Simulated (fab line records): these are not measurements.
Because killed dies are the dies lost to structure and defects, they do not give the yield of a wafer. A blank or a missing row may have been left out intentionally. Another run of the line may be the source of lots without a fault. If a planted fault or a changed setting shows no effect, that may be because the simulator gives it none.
Lot-split experiment	flow n5Finfet	21 wafers read from 7 lots, route of 1938 steps

== THE SPLIT ==
At N5_BEOL_M6_ILD_DEP_00 (deposits SiCOH lowk from DEMS/porogen, target thk 179.75 nm, time 33.4 s), the setting timeS was moved away from the recipe's 33.4 s on 6 of the 21 wafers read, by -11.8% to +8.0%. All remaining wafers had this setting at the recipe value.

== FROM THE SPLIT ON TO THE READING: in between, the file shows 1 step ==
- N5_BEOL_M6_CURE_74: cures SiCOH lowk, time 240 s

== THE READING ==
M6_ILD_THK (nm), taken at N5_BEOL_M6_THK_MEAS_01. Typical for fault-free wafers on this fab line: 154.3 nm, with standard deviation 2 nm.

wafer	tool, chamber at the split	timeS as run, s	against the recipe	M6_ILD_THK, nm	against lot-mates on the recipe
L075.1	pecvd-02, 1,2	33.4	recipe	152.6	-
L075.2	pecvd-02, 1,2	33.4	recipe	152.4	-
L075.3	pecvd-02, 0	33.4	recipe	152.2	-
L076.3	pecvd-04, 1	36.07	+8.0%	166.6	no lot-mate on the recipe
L076.4	pecvd-04, 0	36.07	+8.0%	167.0	no lot-mate on the recipe
L076.6	pecvd-04, 2	36.07	+8.0%	167.9	no lot-mate on the recipe
L081.1	pecvd-02, 2	29.46	-11.8%	134.4	-20.5
L081.2	pecvd-02, 1	33.4	recipe	154.9	-
L081.3	pecvd-02, 0	29.46	-11.8%	136.9	-18.0
L083.1	pecvd-01, 2	33.4	recipe	151.3	-
L083.2	pecvd-01, 0	33.4	recipe	154.8	-
L083.3	pecvd-01, 1	34.76	+4.1%	157.4	+4.3
L086.3	pecvd-04, 0	33.4	recipe	151.3	-
L086.4	pecvd-04, 1	33.4	recipe	154.8	-
L086.6	pecvd-04, 0	33.4	recipe	154.7	-
L089.1	pecvd-04, 1	33.4	recipe	151.3	-
L089.3	pecvd-04, 2	33.4	recipe	151.4	-
L089.4	pecvd-04, 0	33.4	recipe	154.7	-
L090.4	pecvd-01, 1	33.4	recipe	154.6	-
L090.5	pecvd-01, 1	33.4	recipe	153.2	-
L090.6	pecvd-01, 2	33.4	recipe	153.6	-
If several chambers appear in one row, that row covers several wafers at once and the file leaves open which wafer was in which chamber.

THE FIT
A straight line over all 21 wafers: M6_ILD_THK changes by +1.57 nm for each +1% of timeS; r = +0.98; the points scatter about the line by 1.6 nm.
The same after taking each lot's own level away (the mean of its wafers on the recipe; 18 wafers): +1.59 nm for each +1%; r = +0.98; scatter 1.4 nm.
On that fit, the largest move of timeS shifts the reading by 19 nm.
Measured against the standard deviation above, the lots' own levels, which go from 152.40 to 154.90 nm, span 1.2 times it.
Consequently the slope shifts little with the lot-to-lot level, the two slopes agreeing.
Check: for one of the wafers moved furthest among these (-11.8%), held out of the fit, the line's prediction against its lot-mates is -17.5 nm. Against them it came out at -20.5 nm.

== THE OTHER SPLITS THESE WAFERS WENT THROUGH ==
These wafers also went through other splits before the reading. Each is held against what the fit with the lots' levels taken away leaves over:
other split on the same wafers	wafers away from the commonest value	r with M6_ILD_THK (lot level and that fit taken away)
N5_BEOL_M5_ETCH_62 sourceW	9	-0.14

== THE WHOLE CHAIN: every reading that the file lists as answering this split, in the file's order ==
step	what it does	reading	change (the file's fit)	r (the file's)
N5_BEOL_M6_ILD_DEP_00	deposits SiCOH lowk from DEMS/porogen, target thk 179.75 nm, time 33.4 s	SiCOH_lowk_of_BEOL_M6_ILD_DEP_00.thkNm (the simulator's own value, which no gauge read)	+1.82 nm for each +1% of the setting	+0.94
N5_BEOL_M6_CURE_74	cures SiCOH lowk, time 240 s	SiCOH_lowk_of_BEOL_M6_ILD_DEP_00.thkNm (the simulator's own value, which no gauge read)	+1.58 nm for each +1% of the setting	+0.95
N5_BEOL_M6_THK_MEAS_01		M6_ILD_THK	+1.58 for each +1% of the setting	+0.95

== FILE'S OWN FIT ==
M6_ILD_THK changes by +1.58 nm for each +1% of timeS, r = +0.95.
